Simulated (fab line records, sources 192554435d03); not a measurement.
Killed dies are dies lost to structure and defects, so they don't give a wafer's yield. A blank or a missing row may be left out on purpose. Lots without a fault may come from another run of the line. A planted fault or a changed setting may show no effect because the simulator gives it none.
fab line records | flow n5_finfet
record lots=7 wafers=21
route steps=1938 shown ZERO_LAYER@9 PMOS_HMC_CHANNEL_EPI@63 FIN_CUT@160 DUMMY_GATE@220 SD_EPI_N@268 ILD0@342
start_h: hours from the record's first day to the start of the lot's first wafer shown | wait_h: hours since the lot's step before | " the same as in the row above | L1.1+2: a row that stands for several wafers | - no value, or no start given | * or withheld: withheld | < > ~ a bound
route shown NAME@n: a module of which the file shows steps, and the number in the route of the first | usual: mean/standard deviation of fault-free wafers | same: alike in all rows | chamber/n: place in a boat | sites: the reading at each site | _std_site: their standard deviation | _edge_site: outer sites' mean less inner sites' | radius_mm: how far each site lies from the wafer's centre | mask NAME#n: copy n | behind: the tool/chamber that last shaped the wafer | hold: why the lot was held/for how many hours/how that ended | device: the transistor (n, p or np) that didn't switch | end of line: the same wafers' tests at the end of the route | a step without rows: its recipe alone | killed: dies lost to structure and defects at the first sort, not the wafer's yield | map: a wafer's dies, x killed, . not, _ none there
set.NAME: the setting as run; set.NAME@STEP: as run at that earlier step | model.NAME: the simulator's own value behind a step, which no gauge read
lots whose settings were changed on purpose; a table a step, a row a wafer
## steps
# step N5_ZERO_LAYER_EXPOSE_08
# recipe mask_id=ZERO na=0.55 source_shape=conventional sigma_outer=0.8 polarization=unpolarized defocus_nm=0 target_cd_nm=2000 dose_mj=16.2
# columns lot.wafer tool chamber start_h wait_h mask set.dose_mj
L076.1+2+4 krf_scanner-01 0 24.63 - ZERO#0 16.2
L082.1+2+6 krf_scanner-02 0 60.59 - ZERO#0 16.2
L089.2 krf_scanner-01 0 102.60 - ZERO#0 16.2
L089.3+6 " 0 " " ZERO#0 15.79
L092.1+5 krf_scanner-02 0 120.59 - ZERO#0 15.55
L092.4 " 0 " " ZERO#0 16.2
L093.4+5+6 krf_scanner-02 0 126.48 - ZERO#0 16.2
L094.1+5 krf_scanner-02 0 132.47 - ZERO#0 17.37
L094.6 " 0 " " ZERO#0 16.2
L096.1+2 krf_scanner-02 0 144.47 - ZERO#0 16.2
L096.6 " 0 " " ZERO#0 15.71
# step N5_ZERO_LAYER_DEVELOP_10
# recipe develop_time_s=60 rinse_liquid=diw dry=air_spin dev_temp_c=21
# columns lot.wafer tool chamber start_h wait_h set.develop_time_s
L076.1+2+4 litho_track-03 0 - - 60
L082.1+2 litho_track-01 0 - - 60
L082.6 " 0 " " 72.28
L089.2+3+6 litho_track-03 0 - - 60
L092.1+4 litho_track-02 0 - - 60
L092.5 " 0 " " 47.01
L093.4+6 litho_track-03 0 - - 68.87
L093.5 " 0 " " 60
L094.1+5+6 litho_track-02 0 - - 60
L096.1+2 litho_track-03 0 - - 60
L096.6 " 0 " " 64.99
# step N5_ZERO_LAYER_HARDBAKE_23
# recipe temp_c=130 time_s=120
# step N5_ZERO_LAYER_CD_MEAS_11
# recipe target_cd_nm=2000 landing_energy_ev=500 detector=se_inlens
# usual cd_nm=2000.0/2.4
# columns lot.wafer tool chamber start_h wait_h set.dose_mj@ZERO_LAYER_EXPOSE_08 cd_nm
L076.1 cd_sem-02 0 24.81 - 16.2 2000.6
L076.2 " 0 " " 16.2 2001.9
L076.4 " 0 " " 16.2 1998.4
L082.1 cd_sem-01 0 60.77 - 16.2 1999.4
L082.2 " 0 " " 16.2 1999.0
L082.6 " 0 " " 16.2 2002.2
L089.2 cd_sem-02 0 102.77 - 16.2 2001.6
L089.3 " 0 " " 15.79 1998.6
L089.6 " 0 " " 15.79 1994.4
L092.1 cd_sem-02 0 120.77 - 15.55 1991.8
L092.4 " 0 " " 16.2 1997.9
L092.5 " 0 " " 15.55 1987.4
L093.4 cd_sem-02 0 126.65 - 16.2 2000.5
L093.5 " 0 " " 16.2 2000.1
L093.6 " 0 " " 16.2 2005.5
L094.1 cd_sem-01 0 132.64 - 17.37 2014.3
L094.5 " 0 " " 17.37 2015.0
L094.6 " 0 " " 16.2 2001.5
L096.1 cd_sem-01 0 144.64 - 16.2 2000.6
L096.2 " 0 " " 16.2 1999.2
L096.6 " 0 " " 15.71 1998.1
# step N5_ZERO_LAYER_DESCUM_16
# recipe chemistry=O2 time_s=7.9 source_power_w=50 bias_power_w=20 pressure_mtorr=20 rf_frequency_hz=2.712e+07 temp_c=40 o2_flow_sccm=225
# step N5_ZERO_LAYER_ETCH_17
# recipe chemistry=CF4 target=SiO2 target_depth_a=120 time_s=13.3 ion_energy_ev=350 pressure_mtorr=40 source_w=450 bias_w=215 Ar_flow_sccm=100 cf4_flow_sccm=100
# columns lot.wafer tool chamber start_h wait_h set.dose_mj@ZERO_LAYER_EXPOSE_08 model.ZERO_LAYER.cd_nm
L076.1 rie_diel-03 1 24.88 0.0 16.2 2001
L076.2 " 0 " " 16.2 2002
L076.4 " 2 " " 16.2 1999
L082.1+2 rie_diel-02 3,0 61.12 0.0 16.2 1999
L082.6 " 0 " " 16.2 2002
L089.2 rie_diel-03 0 103.01 0.0 16.2 2002
L089.3 " 2 " " 15.79 1998
L089.6 " 2 " " 15.79 1994
L092.1 rie_diel-02 2 120.84 0.0 15.55 1992
L092.4 " 2 " " 16.2 1998
L092.5 " 1 " " 15.55 1987
L093.4+5 rie_diel-01 2,3 126.71 0.0 16.2 2000
L093.6 " 0 " " 16.2 2006
L094.1 rie_diel-03 0 132.72 0.0 17.37 2014
L094.5 " 3 " " 17.37 2015
L094.6 " 2 " " 16.2 2001
L096.1 rie_diel-01 1 144.72 0.0 16.2 2001
L096.2 " 3 " " 16.2 1999
L096.6 " 2 " " 15.71 1998
# step N5_PMOS_HMC_CHANNEL_EPI_PEB_07
# recipe peb_temp_c=110 peb_time_s=60 resist=CAR-ArF-block
# columns lot.wafer tool chamber start_h wait_h set.peb_temp_c
L076.1+2+4 litho_track-02 0 29.51 0.1 110
L082.1 litho_track-02 0 65.42 0.1 111.8
L082.2+6 " 0 " " 110
L089.2+3+6 litho_track-02 0 107.77 0.0 110
L092.1 litho_track-05 0 125.05 0.1 110
L092.4+5 " 0 " " 111.4
L093.4+5 litho_track-05 0 131.27 0.0 113.5
L093.6 " 0 " " 110
L094.1 litho_track-02 0 136.80 0.1 110
L094.5+6 " 0 " " 111.4
L096.1 litho_track-03 0 149.77 0.1 110
L096.2+6 " 0 " " 111.5
# step N5_PMOS_HMC_CHANNEL_EPI_DEVELOP_08
# recipe develop_time_s=30 developer=TMAH resist=CAR-ArF-block dev_temp_c=23 rinse_liquid=diw dry=air_spin
# columns lot.wafer tool chamber start_h wait_h set.develop_time_s
L076.1+2+4 litho_track-02 0 - - 30
L082.1+2+6 litho_track-02 0 - - 30
L089.2+6 litho_track-02 0 - - 30
L089.3 " 0 " " 35.49
L092.1+4+5 litho_track-05 0 - - 30
L093.4 litho_track-05 0 - - 32.07
L093.5+6 " 0 " " 30
L094.1+5 litho_track-02 0 - - 26.78
L094.6 " 0 " " 30
L096.1+2+6 litho_track-03 0 - - 30
# step N5_PMOS_HMC_CHANNEL_EPI_CD_MEAS_09
# recipe target_cd_nm=237.4 landing_energy_ev=500 detector=se_inlens
# usual cd_nm=237.4/1.1
# columns lot.wafer tool chamber start_h wait_h set.peb_temp_c@PMOS_HMC_CHANNEL_EPI_PEB_07 cd_nm
L076.1 cd_sem-02 0 29.58 - 110 238.3
L076.2 " 0 " " 110 238.0
L076.4 " 0 " " 110 236.5
L082.1 cd_sem-01 0 65.48 - 111.8 242.5
L082.2 " 0 " " 110 238.2
L082.6 " 0 " " 110 236.7
L089.2 cd_sem-01 0 107.84 - 110 237.7
L089.3 " 0 " " 110 237.4
L089.6 " 0 " " 110 236.2
L092.1 cd_sem-02 0 125.12 - 110 237.4
L092.4 " 0 " " 111.4 241.5
L092.5 " 0 " " 111.4 240.6
L093.4 cd_sem-02 0 131.33 - 113.5 247.2
L093.5 " 0 " " 113.5 247.9
L093.6 " 0 " " 110 235.5
L094.1 cd_sem-03 0 136.86 - 110 237.2
L094.5 " 0 " " 111.4 243.7
L094.6 " 0 " " 111.4 242.7
L096.1 cd_sem-02 0 149.83 - 110 236.0
L096.2 " 0 " " 111.5 239.6
L096.6 " 0 " " 111.5 242.3
# step N5_PMOS_HMC_CHANNEL_EPI_DESCUM_14
# recipe chemistry=O2 time_s=7.9 source_power_w=50 bias_power_w=20 pressure_mtorr=20 rf_frequency_hz=2.712e+07 temp_c=40 resist=CAR-ArF-block o2_flow_sccm=225
# columns lot.wafer tool chamber start_h wait_h set.peb_temp_c@PMOS_HMC_CHANNEL_EPI_PEB_07 model.PMOS_HMC_CHANNEL_EPI.cd_nm
L076.1 rie_diel-01 2 29.66 0.0 110 238.1
L076.2 " 3 " " 110 237.9
L076.4 " 0 " " 110 236.4
L082.1 rie_diel-02 3 65.57 0.0 111.8 242.4
L082.2 " 1 " " 110 237.9
L082.6 " 2 " " 110 236.9
L089.2 rie_diel-03 3 107.93 0.0 110 237.8
L089.3 " 1 " " 110 237.6
L089.6 " 2 " " 110 236.4
L092.1 rie_diel-02 3 125.61 0.4 110 237.3
L092.4 " 2 " " 111.4 241.5
L092.5 " 1 " " 111.4 240.8
L093.4 rie_diel-02 3 131.42 0.0 113.5 247
L093.5 " 3 " " 113.5 248.1
L093.6 " 0 " " 110 235.7
L094.1 rie_diel-03 0 136.95 0.0 110 237.3
L094.5 " 2 " " 111.4 243.4
L094.6 " 1 " " 111.4 242.6
L096.1 rie_diel-03 2 149.92 0.0 110 236.4
L096.2 " 3 " " 111.5 239.2
L096.6 " 0 " " 111.5 242
# step N5_PMOS_HMC_CHANNEL_EPI_ETCH_32
# recipe chemistry=N2/H2 target=BARC stop_on=SiO2 target_depth_a=858 over_etch_frac=0.3 time_s=50.3 ion_energy_ev=200 mask_material=CAR-ArF-block pressure_mtorr=30 source_w=840 bias_w=150 n2_flow_sccm=200 h2_flow_sccm=200
# step N5_PMOS_HMC_CHANNEL_EPI_HM_OPEN_15
# recipe chemistry=CHF3/O2 target=SiO2 mask_material=CAR-ArF-block target_depth_a=406 CHF3_flow_sccm=50 O2_flow_sccm=5 Ar_flow_sccm=200 time_s=20.3 pressure_mtorr=30 source_w=650 bias_w=170 ion_energy_ev=200
# columns lot.wafer tool chamber start_h wait_h set.peb_temp_c@PMOS_HMC_CHANNEL_EPI_PEB_07 model.PMOS_HMC_CHANNEL_EPI.cd_nm
L076.1 rie_diel-01 2 29.74 0.0 110 239.2
L076.2 " 3 " " 110 240.3
L076.4 " 0 " " 110 237.9
L082.1 rie_diel-02 3 65.65 0.0 111.8 245.6
L082.2 " 1 " " 110 240.5
L082.6 " 2 " " 110 239.5
L089.2 rie_diel-03 3 108.00 0.0 110 239.7
L089.3 " 1 " " 110 240.9
L089.6 " 2 " " 110 238.8
L092.1 rie_diel-02 3 125.68 0.0 110 240.2
L092.4 " 2 " " 111.4 244.6
L092.5 " 1 " " 111.4 243.6
L093.4 rie_diel-02 3 131.50 0.0 113.5 249.6
L093.5 " 3 " " 113.5 251
L093.6 " 0 " " 110 239.3
L094.1 rie_diel-03 0 137.03 0.0 110 239.7
L094.5 " 2 " " 111.4 246.2
L094.6 " 1 " " 111.4 245.7
L096.1 rie_diel-03 2 150.00 0.0 110 238.9
L096.2 " 3 " " 111.5 242.5
L096.6 " 0 " " 111.5 244.9
# step N5_FIN_CUT_EXPOSE_05
# recipe mask_id=FIN_CUT na=0.33 source_shape=annular sigma_inner=0.35 sigma_outer=0.8 polarization=unpolarized dose_mj=45.75
# columns lot.wafer tool chamber start_h wait_h mask set.dose_mj
L076.1+2+4 euv_scanner-02 0 39.64 - FIN_CUT#0 45.75
L082.1+6 euv_scanner-02 0 75.58 - FIN_CUT#0 45.75
L082.2 " 0 " " FIN_CUT#0 47.25
L089.2+3+6 euv_scanner-01 0 116.80 - FIN_CUT#0 47.71
L092.1 euv_scanner-01 0 135.85 - FIN_CUT#0 48.86
L092.4+5 " 0 " " FIN_CUT#0 45.75
L093.4+6 euv_scanner-01 0 141.68 - FIN_CUT#0 45.75
L093.5 " 0 " " FIN_CUT#0 48.57
L094.1+5+6 euv_scanner-02 0 146.53 - FIN_CUT#0 45.75
L096.1+2+6 euv_scanner-01 0 158.97 - FIN_CUT#0 45.75
# step N5_FIN_CUT_PEB_06
# recipe peb_temp_c=100 peb_time_s=60 resist=CAR-EUV
# step N5_FIN_CUT_DEVELOP_07
# recipe develop_time_s=30 developer=TMAH resist=CAR-EUV rinse_liquid=surfactant_rinse dry=air_spin dev_temp_c=23
# step N5_FIN_CUT_DESCUM_13
# recipe chemistry=O2 time_s=7 source_power_w=50 bias_power_w=20 pressure_mtorr=20 rf_frequency_hz=2.712e+07 temp_c=40 resist=CAR-EUV o2_flow_sccm=225
# step N5_FIN_CUT_ETCH_30
# recipe chemistry=N2/H2 target=underlayer target_depth_a=130 mask_material=CAR-EUV time_s=10.4 ion_energy_ev=200 pressure_mtorr=30 source_w=840 bias_w=150 n2_flow_sccm=200 h2_flow_sccm=200 ends=cleared
# columns lot.wafer tool chamber start_h wait_h set.dose_mj@FIN_CUT_EXPOSE_05 model.FIN_CUT.cd_offset_nm
L076.1+2+4 rie_diel-03 1,3,0 39.94 0.0 45.75 0
L082.1+6 rie_diel-01 0,2 76.05 0.0 45.75 -0.2
L082.2 " 2 " " 47.25 0.6
L089.2+3+6 rie_diel-03 0,1,0 117.08 0.0 47.71 0.8
L092.1 rie_diel-02 2 136.15 0.0 48.86 1.2
L092.4 " 1 " " 45.75 -0.2
L092.5 " 0 " " 45.75 0
L093.4 rie_diel-02 0 142.33 0.0 45.75 0.2
L093.5 " 2 " " 48.57 1.4
L093.6 " 1 " " 45.75 0
L094.1+5 rie_diel-03 2 146.82 0.0 45.75 0.2
L094.6 " 3 " " 45.75 0
L096.1 rie_diel-01 0 159.26 0.0 45.75 0
L096.2+6 " 3,1 " " 45.75 -0.2
# step N5_DUMMY_GATE_HM_DEP_06
# recipe material=SiNx target_thk_a=800 precursor=DCS/NH3 temp_c=700 pressure_mtorr=300 time_s=5141
# columns lot.wafer tool chamber start_h wait_h set.time_s model.SiNx_of_DUMMY_GATE_HM_DEP_06.thk_nm
L076.1 lpcvd-02 1/40 54.34 0.0 5141 78
L076.2 " 1/45 " " 5141 78.4
L076.4 " 1/54 " " 5141 78.2
L082.1 - - - 0.0 5468 85
L082.2 " - " " 5468 86
L082.6 " - " " 5468 84.8
L089.2 - - - 0.0 5713 88.6
L089.3 " - " " 5713 89.4
L089.6 " - " " 5713 88.8
L093.4 - - - 0.9 5141 80.4
L093.5+6 " - " " 5141 80
L092.1 - - - 1.1 4716 72.6
L092.4 " - " " 4716 72.8
L092.5 " - " " 4716 72.4
L094.1 - - - 1.1 4509 70.6
L094.5 " - " " 4509 70.4
L094.6 " - " " 4509 71
L096.1 - - - 1.4 5438 84.4
L096.2+6 " - " " 5438 84.6
# step N5_SD_EPI_N_PEB_07
# recipe peb_temp_c=110 peb_time_s=60 resist=CAR-ArF-block
# columns lot.wafer tool chamber start_h wait_h set.peb_time_s
L076.1+2+4 litho_track-01 0 60.92 0.1 60
L082.1+6 litho_track-01 0 96.89 0.1 60
L082.2 " 0 " " 52.13
L089.2+3+6 litho_track-01 0 137.81 0.0 60
L093.4 litho_track-04 0 181.86 0.0 60
L093.5+6 " 0 " " 72.5
L094.1 litho_track-01 0 187.30 0.1 51.2
L094.5+6 " 0 " " 60
L092.1 litho_track-01 0 188.50 0.1 64.57
L092.4+5 " 0 " " 60
L096.1+2 litho_track-01 0 191.47 0.1 60
L096.6 " 0 " " 53.48
# step N5_SD_EPI_N_DEVELOP_08
# recipe develop_time_s=30 developer=TMAH resist=CAR-ArF-block dev_temp_c=23 rinse_liquid=diw dry=air_spin
# columns lot.wafer tool chamber start_h wait_h set.develop_time_s
L076.1+2+4 litho_track-01 0 - - 30
L082.1+2 litho_track-01 0 - - 30
L082.6 " 0 " " 32.55
L089.2+6 litho_track-01 0 - - 23.36
L089.3 " 0 " " 30
L093.4+6 litho_track-04 0 - - 30
L093.5 " 0 " " 33.42
L094.1+5+6 litho_track-01 0 - - 30
L092.1+5 litho_track-01 0 - - 30
L092.4 " 0 " " 24.6
L096.1 litho_track-01 0 - - 26.19
L096.2+6 " 0 " " 30
# step N5_SD_EPI_N_CD_MEAS_09
# recipe target_cd_nm=120 landing_energy_ev=500 detector=se_inlens
# usual cd_nm=119.5/0.68
# columns lot.wafer tool chamber start_h wait_h set.peb_time_s@SD_EPI_N_PEB_07 cd_nm
L076.1 cd_sem-01 0 60.99 - 60 119.6
L076.2 " 0 " " 60 119.7
L076.4 " 0 " " 60 120.1
L082.1 cd_sem-03 0 96.95 - 60 119.7
L082.2 " 0 " " 52.13 114.0
L082.6 " 0 " " 60 120.0
L089.2 cd_sem-03 0 137.88 - 60 118.0
L089.3 " 0 " " 60 119.4
L089.6 " 0 " " 60 118.1
L093.4 cd_sem-01 0 181.93 - 60 120.8
L093.5 " 0 " " 72.5 127.9
L093.6 " 0 " " 72.5 126.8
L094.1 cd_sem-01 0 187.37 - 51.2 114.2
L094.5 " 0 " " 60 119.7
L094.6 " 0 " " 60 119.4
L092.1 cd_sem-01 0 188.56 - 64.57 121.6
L092.4 " 0 " " 60 118.7
L092.5 " 0 " " 60 118.3
L096.1 cd_sem-02 0 191.54 - 60 118.3
L096.2 " 0 " " 60 118.9
L096.6 " 0 " " 53.48 115.2
# step N5_SD_EPI_N_DESCUM_14
# recipe chemistry=O2 time_s=7.9 source_power_w=50 bias_power_w=20 pressure_mtorr=20 rf_frequency_hz=2.712e+07 temp_c=40 resist=CAR-ArF-block o2_flow_sccm=225
# columns lot.wafer tool chamber start_h wait_h set.peb_time_s@SD_EPI_N_PEB_07 model.SD_EPI_N.cd_nm
L076.1 rie_diel-06 0 61.41 0.4 60 119.6
L076.2 " 2 " " 60 119.4
L076.4 " 1 " " 60 120.2
L082.1 rie_diel-06 1 97.05 0.0 60 119.8
L082.2 " 2 " " 52.13 114.2
L082.6 " 1 " " 60 120.2
L089.2 rie_diel-05 2 137.98 0.0 60 118
L089.3 " 1 " " 60 119.2
L089.6 " 0 " " 60 118.2
L093.4 rie_diel-05 3 182.12 0.1 60 120.6
L093.5 " 2 " " 72.5 127.2
L093.6 " 0 " " 72.5 126.8
L094.1 rie_diel-04 2 187.64 0.2 51.2 114
L094.5 " 1 " " 60 120
L094.6 " 0 " " 60 119.4
L092.1 rie_diel-05 3 188.65 0.0 64.57 121.4
L092.4 " 3 " " 60 118.4
L092.5 " 0 " " 60 118
L096.1 rie_diel-06 2 191.63 0.0 60 118.6
L096.2 " 0 " " 60 119
L096.6 " 3 " " 53.48 115.2
# step N5_SD_EPI_N_ETCH_34
# recipe chemistry=CF4 target=SiARC target_depth_a=455 mask_material=CAR-ArF-block time_s=75.8 ion_energy_ev=80 pressure_mtorr=40 source_w=545 bias_w=36 Ar_flow_sccm=100 cf4_flow_sccm=100 ends=cleared
# step N5_SD_EPI_N_ETCH_35
# recipe chemistry=N2/H2 target=SOC overetch_a=1080 mask_material=SiARC temp_c=40 ion_energy_ev=100 source_w=3000 bias_w=133 pressure_mtorr=20 time_s=486 n2_flow_sccm=200 h2_flow_sccm=200
# columns lot.wafer tool chamber start_h wait_h set.peb_time_s@SD_EPI_N_PEB_07 model.SD_EPI_N.cd_nm
L076.1+2 rie_diel-06 0,2 61.50 0.0 60 118.8
L076.4 " 1 " " 60 119.2
L082.1 rie_diel-06 1 97.14 0.0 60 118.6
L082.2 " 2 " " 52.13 114.2
L082.6 " 1 " " 60 119.8
L089.2 rie_diel-05 2 138.07 0.0 60 117.2
L089.3 " 1 " " 60 119
L089.6 " 0 " " 60 116.4
L093.4 rie_diel-05 3 182.35 0.2 60 120
L093.5 " 2 " " 72.5 126.4
L093.6 " 0 " " 72.5 126
L094.1 rie_diel-04 2 187.73 0.0 51.2 115.6
L094.5 " 1 " " 60 121.6
L094.6 " 0 " " 60 121.2
L092.1 rie_diel-05 3 188.79 0.1 64.57 121
L092.4+5 " 3,0 " " 60 117.2
L096.1 rie_diel-06 2 191.72 0.0 60 119.2
L096.2 " 0 " " 60 119.6
L096.6 " 3 " " 53.48 118
# step N5_ILD0_PRECLEAN_10
# recipe chemistry=NF3:NH3 afs_cycles=5 time_s=20 temp_c=30 sublimation_temp_c=180 sublimation_time_s=60 pressure_torr=3 rf_power_w=30
# columns lot.wafer tool chamber start_h wait_h set.time_s model.SiO2_flowable_of_ILD0_FCVD_FILL_01.thk_nm
L076.1 remote_plasma-02 0 74.90 0.0 20 120.2
L076.2 " 0 " " 20 119.6
L076.4 " 0 " " 20 120
L082.1 remote_plasma-01 0 111.83 0.0 20 120
L082.2 " 0 " " 21.81 118
L082.6 " 0 " " 21.81 119
L089.2 remote_plasma-02 0 165.34 0.3 20 120.2
L089.3 " 0 " " 20 120.4
L089.6 " 0 " " 20 120
L093.4 remote_plasma-02 1 195.69 0.4 20 119.6
L093.5 " 1 " " 20 120.6
L093.6 " 1 " " 20 120.8
L094.1 remote_plasma-02 1 200.92 0.0 22.33 118.6
L094.5 " 1 " " 22.33 120.2
L094.6 " 1 " " 20 120.8
L092.1 remote_plasma-02 0 202.79 0.0 24.33 117.4
L092.4 " 0 " " 20 120.2
L092.5 " 0 " " 20 121
L096.1 remote_plasma-02 0 206.64 0.0 20 120.8
L096.2 " 0 " " 17.68 123.8
L096.6 " 0 " " 17.68 122.2
## key
split step=N5_ZERO_LAYER_EXPOSE_08 setting=dose_mj stated=16.2 by=wafer
response step=N5_ZERO_LAYER_CD_MEAS_11 reading=cd_nm change=+1.76 per=1% r=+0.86
response step=N5_ZERO_LAYER_ETCH_17 reading=model.ZERO_LAYER.cd_nm change=+1.77 per=1% r=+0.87
split step=N5_ZERO_LAYER_DEVELOP_10 setting=develop_time_s stated=60 by=wafer
response none clear
split step=N5_PMOS_HMC_CHANNEL_EPI_PEB_07 setting=peb_temp_c stated=110 by=wafer
response step=N5_PMOS_HMC_CHANNEL_EPI_CD_MEAS_09 reading=cd_nm change=+3.65 per=1% r=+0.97
response step=N5_PMOS_HMC_CHANNEL_EPI_DESCUM_14 reading=model.PMOS_HMC_CHANNEL_EPI.cd_nm change=+3.56 per=1% r=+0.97
response step=N5_PMOS_HMC_CHANNEL_EPI_HM_OPEN_15 reading=model.PMOS_HMC_CHANNEL_EPI.cd_nm change=+3.55 per=1% r=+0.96
split step=N5_PMOS_HMC_CHANNEL_EPI_DEVELOP_08 setting=develop_time_s stated=30 by=wafer
response none clear
split step=N5_FIN_CUT_EXPOSE_05 setting=dose_mj stated=45.75 by=wafer
response step=N5_FIN_CUT_ETCH_30 reading=model.FIN_CUT.cd_offset_nm change=+0.205 per=1% r=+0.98
split step=N5_DUMMY_GATE_HM_DEP_06 setting=time_s stated=5141 by=lot
response step=N5_DUMMY_GATE_HM_DEP_06 reading=model.SiNx_of_DUMMY_GATE_HM_DEP_06.thk_nm change=+0.805 per=1% r=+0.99
split step=N5_SD_EPI_N_PEB_07 setting=peb_time_s stated=60 by=wafer
response step=N5_SD_EPI_N_CD_MEAS_09 reading=cd_nm change=+0.353 per=1% r=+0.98
response step=N5_SD_EPI_N_DESCUM_14 reading=model.SD_EPI_N.cd_nm change=+0.357 per=1% r=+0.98
response step=N5_SD_EPI_N_ETCH_35 reading=model.SD_EPI_N.cd_nm change=+0.325 per=1% r=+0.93
split step=N5_SD_EPI_N_DEVELOP_08 setting=develop_time_s stated=30 by=wafer
response none clear
split step=N5_ILD0_PRECLEAN_10 setting=time_s stated=20 by=wafer
response step=N5_ILD0_PRECLEAN_10 reading=model.SiO2_flowable_of_ILD0_FCVD_FILL_01.thk_nm change=-0.152 per=1% r=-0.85
